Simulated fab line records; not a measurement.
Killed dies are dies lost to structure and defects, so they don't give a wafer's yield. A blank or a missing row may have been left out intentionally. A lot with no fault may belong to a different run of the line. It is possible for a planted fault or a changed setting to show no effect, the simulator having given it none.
Chamber matching	flow n5Finfet	rieDiel-03 running N5_BEOL_M4_ETCH_63: 4 sister chambers
The step etches SiARC in CF4, target depth 15.6 nm, time 26 s. 18 wafers are shown with their chamber, then 9 later ones without.

== WAFERS WITH THEIR CHAMBER ==
wafer	chamber	drypumpMotorCurrentA (A)	throttleValvePct (%)	oesProductAu (a.u.)
L080.2	3	6.3	15.76	0.60
L080.3	0	5.8	15.51	0.73
L080.6	0	5.8	15.50	0.73
L082.1	2	6.6	15.42	0.72
L082.3	0	5.8	15.51	0.75
L082.6	0	5.8	15.52	0.74
L081.1	0	5.8	15.50	0.74
L081.3	1	5.1	15.71	0.61
L081.6	0	5.8	15.52	0.74
L087.1	1	5.2	15.73	0.61
L087.3	0	5.8	15.54	0.72
L087.5	1	5.2	15.72	0.61
L088.1	3	6.2	15.81	0.59
L088.2	1	5.1	15.72	0.61
L088.4	2	6.6	15.43	0.69
L091.4	1	5.2	15.73	0.59
L091.5	3	6.3	15.81	0.59
L091.6	2	6.6	15.45	0.68

SIGNATURES, as means of the wafers listed above
reading	chamber 0	chamber 1	chamber 2	chamber 3	scatter within a chamber
drypumpMotorCurrentA	5.800	5.160	6.600	6.267	0.0365
throttleValvePct	15.5143	15.7220	15.4333	15.7933	0.016
oesProductAu	0.7357	0.6060	0.6967	0.5933	0.0114
Rule: a wafer's distance from a chamber is the root of the sum, over the readings, of the square of ((its reading less the chamber's mean) divided by the reading's scatter). If the next closest chamber is less than 2 further off than the closest, the wafer can't be placed; otherwise it belongs to the closest. How the scatter is found: for the shown wafers, subtract from each reading the mean of its chamber, square and add these, divide the total by (wafers less chambers), then take the root.

== WAFERS MISSING THEIR CHAMBER ==
wafer	drypumpMotorCurrentA (A)	throttleValvePct (%)	oesProductAu (a.u.)
L092.1	6.6	15.48	0.68
L092.2	6.3	15.84	0.59
L092.4	6.6	15.46	0.68
L096.1	6.6	15.46	0.68
L096.5	6.6	15.49	0.68
L096.6	6.3	15.83	0.59
L097.1	6.3	15.83	0.58
L097.2	6.6	15.48	0.68
L097.6	6.6	15.47	0.67

== THE CHAMBER EACH PASSED THROUGH ==
wafer	from the rows above	in truth
L092.1	2	2
L092.2	3	3
L092.4	2	2
L096.1	2	2
L096.5	2	2
L096.6	3	3
L097.1	3	3
L097.2	2	2
L097.6	2	2
Placed correctly: 9 of 9. Can't be placed from these rows: 0. Wrongly placed: 0.
